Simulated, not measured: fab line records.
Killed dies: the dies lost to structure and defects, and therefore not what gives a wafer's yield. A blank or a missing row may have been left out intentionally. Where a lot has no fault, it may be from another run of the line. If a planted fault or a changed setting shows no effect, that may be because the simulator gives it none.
Chamber matching | flow nand_harc | 4 sister chambers for NHARC_A_CHANNEL_FILL_D2_CMP_10 on cmp-01
The step polishes, target thk 150 nm. 8 wafers are shown with their chamber, then 7 later ones without.

EACH WAFER AND ITS CHAMBER
wafer  | chamber | time_to_endpoint_s (s) | motor_current_A (A)
L542.1 | 1       | 14.7                   | 12.0
L542.4 | 0       | 14.0                   | 12.6
L542.6 | 1       | 15.9                   | 11.7
L550.4 | 2       | 15.4                   | 11.8
L550.5 | 0       | 14.1                   | 11.8
L550.6 | 3       | 19.0                   | 11.5
L552.2 | 3       | 18.0                   | 12.1
L552.3 | 2       | 14.4                   | 12.9

WAFERS WITHOUT THEIR CHAMBER
wafer  | time_to_endpoint_s (s) | motor_current_A (A)
L552.5 | 18.4                   | 11.3
L553.3 | 14.7                   | 11.9
L553.4 | 15.4                   | 12.5
L553.5 | 13.3                   | 12.7
L557.2 | 15.4                   | 12.3
L557.3 | 14.5                   | 11.4
L557.6 | 14.3                   | 12.7

THE CHAMBER EACH PASSED THROUGH
wafer  | from the rows above          | in truth
L552.5 | 3                            | 3
L553.3 | can't be placed: 2 or 1 or 0 | 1
L553.4 | can't be placed: 2 or 1 or 0 | 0
L553.5 | can't be placed: 0 or 2 or 1 | 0
L557.2 | can't be placed: 2 or 1 or 0 | 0
L557.3 | can't be placed: 1 or 0 or 2 | 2
L557.6 | can't be placed: 0 or 2 or 1 | 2
Placed correctly: 1 of 7. Not placeable from these rows: 6 (in 6, the candidates include the true chamber). 0 placed wrongly.
How it was worked out, from the rows above alone: a wafer's distance from a chamber is the root of the sum, over the readings, of the square of ((its reading less the chamber's mean) divided by the reading's scatter). The wafer belongs to the nearest chamber; if the next one is less than 2 further off, it can't be placed. For every chamber, the mean is computed from those of its wafers that are shown. The scatter is the square root of a quotient: the sum, over the shown wafers, of each reading's squared deviation from its chamber's mean, divided by wafers minus chambers.
